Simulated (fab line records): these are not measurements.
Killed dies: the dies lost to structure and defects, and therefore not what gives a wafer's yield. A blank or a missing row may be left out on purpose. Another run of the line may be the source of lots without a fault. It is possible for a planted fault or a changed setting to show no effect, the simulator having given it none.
What tool caused it? ; flow nand-harc ; Sampling: 24 lots, 72 wafers, 5 of 1302 route steps

## WHAT EACH GAUGE READ, for each wafer
NHARC_P_STI_OVL_MEAS_10. Usual: overlay-x-nm 0 nm, standard deviation 5.3; overlay-y-nm 0 nm, standard deviation 4.8.
lot;measured;on;overlay-x-nm (nm);overlay-y-nm (nm);flag
L074;day 2 21:08;overlay-01;-1 -2 -1;5 6 5;
L075;day 3 04:44;overlay-01;6 6 6;-3 -2 -3;
L076;day 3 17:16;overlay-02;-3 -4 -3;-2 -2 -2;
L077;day 4 01:17;overlay-01;4 3 3;0 0 0;
L078;day 4 10:06;overlay-02;-5 -5 -6;-2 -3 -3;
L079;day 4 22:20;overlay-01;-12 -13 -12;-7 -7 -7;
L080;day 5 07:45;overlay-01;-4 -4 -5;-3 -3 -3;
L081;day 5 16:41;overlay-02;-7 -8 -8;-9 -9 -9;
L082;day 6 04:49;overlay-01;-1 -1 -1;7 7 7;
L083;day 6 15:47;overlay-02;-3 -3 -3;3 3 2;
L084;day 7 02:46;overlay-01;-3 -3 -3;3 3 3;
L085;day 7 10:46;overlay-01;6 6 6;-3 -2 -2;
L086;day 7 23:07;overlay-02;-4 -4 -4;11 10 10;
L087;day 8 06:40;overlay-01;-2 -2 -2;3 4 3;
L088;day 8 16:07;overlay-01;8 9 9;5 4 5;
L089;day 9 00:07;overlay-01;4 5 4;4 3 3;
L090;day 9 13:07;overlay-02;5 5 5;5 5 5;
L091;day 9 20:13;overlay-02;3 3 3;-4 -4 -4;
L092;day 10 06:28;overlay-01;-1 -1 -2;-3 -3 -2;
L093;day 10 20:01;overlay-01;11 11 11;-1 -1 -1;
L094;day 11 05:08;overlay-01;-2 -1 -2;-1 -1 -1;
L095;day 11 15:23;overlay-01;-1 -1 -1;-9 -9 -9;
L096;day 12 02:12;overlay-02;0 0 0;-2 -2 -3;
L097;day 12 11:13;overlay-02;6 6 6;-3 -2 -3;

NHARC_P_STI_CD_MEAS_16. Usual: 200.2 nm for cd-nm, sd 1.7.
lot;measured;on;cd-nm (nm);flag
L074;day 2 21:44;cd-sem-03;197.5 198.0 199.6;
L075;day 3 05:23;cd-sem-01;199.0 197.3 199.1;
L076;day 3 17:55;cd-sem-03;201.0 201.3 200.9;
L077;day 4 01:53;cd-sem-03;204.5 199.7 202.3;
L078;day 4 10:45;cd-sem-01;202.1 201.2 201.7;
L079;day 4 22:56;cd-sem-03;199.8 201.8 199.9;
L080;day 5 08:22;cd-sem-02;198.7 201.1 201.2;
L081;day 5 17:21;cd-sem-03;201.1 203.3 200.6;
L082;day 6 05:26;cd-sem-03;199.5 198.9 199.9;
L083;day 6 16:23;cd-sem-01;196.6 197.6 198.3;
L084;day 7 03:22;cd-sem-03;198.9 198.3 199.8;
L085;day 7 11:26;cd-sem-02;200.5 203.5 199.1;
L086;day 7 23:43;cd-sem-02;200.0 197.4 197.6;
L087;day 8 07:19;cd-sem-02;200.9 202.6 202.0;
L088;day 8 16:45;cd-sem-03;202.2 198.6 199.6;
L089;day 9 00:44;cd-sem-02;200.7 198.6 201.4;
L090;day 9 13:43;cd-sem-03;199.4 200.1 200.4;
L091;day 9 20:52;cd-sem-02;201.6 200.2 201.4;
L092;day 10 07:04;cd-sem-03;200.8 199.2 197.2;
L093;day 10 20:38;cd-sem-02;201.4 199.1 200.2;
L094;day 11 05:44;cd-sem-01;200.2 201.3 201.3;
L095;day 11 16:02;cd-sem-03;198.7 201.0 200.0;
L096;day 12 02:51;cd-sem-03;199.8 202.8 202.6;
L097;day 12 11:56;cd-sem-01;199.0 199.1 201.3;

NHARC_P_STI_INSPECT_25. Usual: 234 for raw-defect-count, sd 78.
lot;measured;on;raw-defect-count;flag
L074;day 3 23:34;defect-inspect-01;322 326 252;
L075;day 4 06:56;defect-inspect-02;168 120 215;
L076;day 4 19:52;defect-inspect-01;248 161 181;
L077;day 5 04:02;defect-inspect-01;392 213 284;
L078;day 5 13:05;defect-inspect-02;188 192 117;
L079;day 6 00:14;defect-inspect-01;214 338 249;
L080;day 6 15:55;defect-inspect-01;372 241 194;
L081;day 6 23:53;defect-inspect-01;228 199 239;
L082;day 7 14:01;defect-inspect-02;170 130 214;
L083;day 7 19:56;defect-inspect-02;251 316 196;
L084;day 8 11:47;defect-inspect-01;207 267 121;
L085;day 8 11:47;defect-inspect-02;193 198 138;
L086;day 9 03:37;defect-inspect-02;174 245 184;
L087;day 9 09:53;defect-inspect-02;189 305 221;
L088;day 10 02:50;defect-inspect-01;230 237 156;
L089;day 10 02:50;defect-inspect-02;215 271 257;
L090;day 10 18:07;defect-inspect-02;217 242 204;
L091;day 11 01:27;defect-inspect-02;261 318 313;
L092;day 11 10:54;defect-inspect-02;182 438 176;
L093;day 12 00:13;defect-inspect-01;160 163 195;
L094;day 12 07:35;defect-inspect-01;188 248 272;
L095;day 12 19:01;defect-inspect-02;244 161 175;
L096;day 13 06:43;defect-inspect-01;149 150 154;
L097;day 13 19:25;defect-inspect-01;214 272 416;

NHARC_P_GATE_CD_MEAS_46: target cd 720 nm. Usual: 719.9 nm for cd-nm, sd 1.3.
lot;measured;on;cd-nm (nm);flag
L074;day 5 12:34;cd-sem-01;720.9 721.6 720.5;
L075;day 5 17:26;cd-sem-02;720.3 719.1 720.8;
L076;day 6 11:08;cd-sem-02;721.0 720.3 719.9;
L077;day 6 15:40;cd-sem-02;719.2 718.6 719.5;
L078;day 7 05:16;cd-sem-02;719.7 718.7 720.1;
L079;day 7 10:27;cd-sem-03;721.1 719.3 720.3;
L080;day 8 04:02;cd-sem-02;721.1 719.3 720.1;
L081;day 8 12:40;cd-sem-03;722.2 719.3 720.5;
L082;day 9 02:13;cd-sem-01;719.5 718.0 719.9;
L083;day 9 10:20;cd-sem-01;720.0 719.5 718.6;
L084;day 10 00:50;cd-sem-01;720.6 719.8 720.6;
L085;day 9 23:56;cd-sem-01;719.9 719.9 719.7;
L086;day 10 14:01;cd-sem-01;720.1 718.4 718.8;
L087;day 10 23:56;cd-sem-02;718.6 718.8 719.9;
L088;day 11 15:02;cd-sem-02;718.9 718.4 717.4;
L089;day 11 14:13;cd-sem-03;719.6 718.1 721.1;
L090;day 12 07:57;cd-sem-01;722.7 719.7 721.5;
L091;day 12 15:36;cd-sem-01;719.7 720.8 720.1;
L092;day 12 22:44;cd-sem-02;720.0 722.7 720.8;
L093;day 13 12:06;cd-sem-02;718.8 715.9 718.4;
L094;day 13 22:56;cd-sem-03;719.4 719.0 718.0;
L095;day 14 07:23;cd-sem-02;720.5 721.0 718.7;
L096;day 14 19:36;cd-sem-03;721.1 718.7 721.6;
L097;day 15 09:08;cd-sem-02;719.2 720.2 719.4;

NHARC_P_CONTACT_OVL_MEAS_13. Usual: overlay-x-nm -0.1 nm, standard deviation 0.89; overlay-y-nm 0.1 nm, standard deviation 0.89.
lot;measured;on;overlay-x-nm (nm);overlay-y-nm (nm);flag
L074;day 5 20:41;overlay-01;1.4 1.1 0.9;-0.1 -0.5 -1.1;
L075;day 6 01:32;overlay-02;-1.4 -1.8 -1.0;-0.2 -0.7 -0.2;
L076;day 6 19:24;overlay-02;0.5 0.8 0.6;0.9 1.3 0.7;
L077;day 6 23:55;overlay-01;-0.1 -0.2 0.0;-1.2 -0.9 -0.8;
L078;day 7 13:54;overlay-02;1.4 1.4 1.0;1.0 0.8 0.8;
L079;day 7 18:52;overlay-02;0.5 1.1 0.7;0.4 0.0 0.1;
L080;day 8 12:30;overlay-02;1.0 1.0 0.5;1.1 1.4 0.9;
L081;day 8 20:39;overlay-02;-1.8 -2.0 -1.8;0.1 0.2 0.6;
L082;day 9 10:29;overlay-02;-0.3 -0.3 -0.6;0.3 0.5 0.0;
L083;day 9 19:51;overlay-01;-0.4 0.5 0.1;-1.5 -1.3 -0.8;
L084;day 10 08:55;overlay-02;-0.1 -0.3 -0.3;-0.1 0.2 0.0;
L085;day 10 08:15;overlay-01;-0.3 -0.4 -0.2;1.2 1.4 1.2;
L086;day 10 22:19;overlay-02;0.8 0.2 1.1;-0.2 -0.2 0.0;
L087;day 11 08:15;overlay-02;0.4 -0.4 0.5;1.5 1.0 1.8;
L088;day 11 23:59;overlay-01;-0.1 -0.2 0.1;0.7 0.9 1.2;
L089;day 11 22:54;overlay-02;-0.4 0.4 0.0;-0.5 -0.4 -0.8;
L090;day 12 16:08;overlay-01;-0.6 -0.8 -1.0;-2.0 -1.4 -1.1;
L091;day 12 23:58;overlay-01;-0.7 -1.1 -0.6;-0.2 -0.2 0.4;
L092;day 13 06:44;overlay-02;0.8 1.0 1.1;0.1 -0.1 0.3;
L093;day 13 20:11;overlay-01;-1.9 -2.2 -1.1;-0.1 0.3 0.6;
L094;day 14 07:04;overlay-01;-1.1 -1.3 -1.0;0.7 1.6 1.8;
L095;day 14 15:32;overlay-02;-0.9 -0.8 -0.1;-0.5 -0.1 0.2;
L096;day 15 04:13;overlay-02;0.9 0.7 0.7;-0.9 -0.6 0.2;
L097;day 15 17:32;overlay-02;-0.3 -0.5 0.0;-0.6 -0.5 -1.2;

## TOOL THAT RAN EACH LOT (tool first, then ch and the chambers of the sampled wafers, then the start)
Record: no process step prior to these readings.

## AS READ BY THE TOOLS THEMSELVES (means over the sampled wafers that have a number; for cases with no such wafer, the mark the record gives instead)
The record holds no such reading with a usual standard deviation.

## THE ANSWER, worked out from the rows above alone
Rule: lot off if the mean of its wafers having a number is beyond 3 standard deviations from the usual mean. A lot without any number at a reading at which 4 lots or more have one is off too. The other lots that the step has rows for count as sound. The gauges are gone through in route order, then the tools' own readings, and for those a lot's mean is taken as printed above. The first step at which some lot is off is used, and at that step the reading that is off furthest; a lot without a number counts as furthest.
No lot is off at any reading shown: from this, nothing can be told.

## WHAT HAD BEEN PUT IN BY THE SIMULATOR
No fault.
